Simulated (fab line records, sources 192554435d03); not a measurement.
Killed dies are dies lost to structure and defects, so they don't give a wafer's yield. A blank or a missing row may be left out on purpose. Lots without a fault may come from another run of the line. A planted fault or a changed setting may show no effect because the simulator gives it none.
A struck lot beside a sound one | flow n5_finfet | 26 steps out of a route of 1938
Sound: wafers L586.2, L586.4, L586.6. Struck: wafers L594.3, L594.5, L594.6. The cause comes at the end.
At each step with rows: each side's tool, then ch and its chambers, then its first start. Under that, the readings that differ: sound wafers | struck wafers | difference of the means | sigmas: that difference in standard deviations of wafers without a fault.
alike: readings whose means differ by less than 2 such deviations, and words and numbers that are the same on both sides. not compared: withheld readings, readings that some wafer has no value for, bounds like >300 that may hide the same value, and numbers for which the record gives no deviation and whose values overlap.
The two part at a step that has a row with sigmas, a row that says differs or no value, or rows on one side only. Numbers that don't overlap but have no deviation are shown without sigmas and don't part them. A reading that every wafer of one side lacks parts them only if that side has two wafers or more.

first, 9 steps without rows for these wafers: N5_BEOL_M5_DESCUM_16 (chemistry O2, time 7 s); N5_BEOL_M5_ETCH_72 (etches underlayer in N2/H2, target depth 6.5 nm, time 5.2 s); N5_BEOL_M5_ETCH_61 (etches SiARC in CF4, target depth 15.6 nm, time 26 s); N5_BEOL_M5_ETCH_62 (etches SOC in N2/H2, target depth 75 nm, overetch 15 nm, time 112.5 s); N5_BEOL_M5_STRIP_63 (strips in N2/H2); N5_BEOL_M5_STRIP_73 (strips in N2/H2); N5_BEOL_M5_STRIP_64 (strips in CF4); N5_BEOL_M5_HM_OPEN_17 (chemistry Cl2/BCl3, target TiN, target depth 20 nm, overetch 6 nm); N5_BEOL_M5_STRIP_19 (strips in O2).
N5_BEOL_M5_COAT_65: time 60 s, resist thk 60 nm.
  sound on litho_track-04 ch 0, day 10 15:29; struck on litho_track-04 ch 0, day 14 02:59
  reading                                  | sound                | struck               | difference | sigmas
  spin_speed_rpm (rpm)                     | 1501.2 1500.6 1499.8 | 1288.2 1289.0 1287.3 | -212.4     | -99 or more
  model.SOC_of_BEOL_M5_COAT_65.thk_nm (nm) | 60 59.8 60           | 65 65 65             | +5         |
then, 11 steps without rows for these wafers: N5_BEOL_M5_COAT_66 (time 60 s, resist thk 12 nm); N5_BEOL_M5_COAT_74 (time 60 s, resist thk 5 nm); N5_BEOL_M5_COAT_22 (resist thk 30 nm); N5_BEOL_M5_EBR_24; N5_BEOL_M5_SOFTBAKE_23 (time 60 s); N5_BEOL_M5_EXPOSE_25 (exposes mask V4, defocus 10 nm); N5_BEOL_M5_PEB_26 (peb time 60 s); N5_BEOL_M5_DEVELOP_27 (develop time 30 s); N5_BEOL_M5_DESCUM_33 (chemistry O2, time 7 s); N5_BEOL_M5_ETCH_75 (etches underlayer in N2/H2, target depth 6.5 nm, time 5.2 s); N5_BEOL_M5_ETCH_67 (etches SiARC in CF4, target depth 15.6 nm, time 26 s).
N5_BEOL_M5_ETCH_68: etches SOC in N2/H2, target depth 80 nm, overetch 16 nm, time 120 s.
  sound on rie_diel-02 ch 0,2,3, day 10 15:58; struck on rie_diel-02 ch 0,1,3, day 14 03:27
  reading                  | sound            | struck            | difference | sigmas
  model.etch.depth_nm (nm) | 59.98 59.8 59.99 | 64.98 64.95 65.01 | +5.06      |
  alike: drypump_motor_current_A, oes_product_au, rf_vpp_V, showerhead_plenum_p_Torr, throttle_valve_pct
  not compared: rf_hours_counter_h
then, 2 steps without rows for these wafers: N5_BEOL_M5_STRIP_69 (strips in N2/H2); N5_BEOL_M5_STRIP_76 (strips in N2/H2).
N5_BEOL_M5_VIA_ETCH_34: etches SiCOH lowk in C4F6/O2, target depth 88.3 nm, time 39.2 s.
  sound on rie_diel-02 ch 0,2,3, day 10 16:04; struck on rie_diel-02 ch 0,1,3, day 14 03:33
  reading                                  | sound          | struck         | difference | sigmas
  model.SOC_of_BEOL_M5_COAT_65.thk_nm (nm) | 55.8 55.6 55.8 | 60.8 60.8 60.8 | +5.1       |
  alike: drypump_motor_current_A, oes_product_au, rf_vpp_V, showerhead_plenum_p_Torr, throttle_valve_pct
  not compared: rf_hours_counter_h
then, 1 step without rows for these wafers: N5_BEOL_M5_STRIP_85 (strips in C4F6/O2).

WHERE THEY PART
Only at N5_BEOL_M5_COAT_65, within this record. Later steps at which nothing parts them and some readings are alike: N5_BEOL_M5_ETCH_68, N5_BEOL_M5_VIA_ETCH_34.

WHY: what the simulator had put in
Process parameter drift: litho_track-04, from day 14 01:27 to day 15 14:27, at N5_BEOL_M5_COAT_65. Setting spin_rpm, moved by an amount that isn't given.
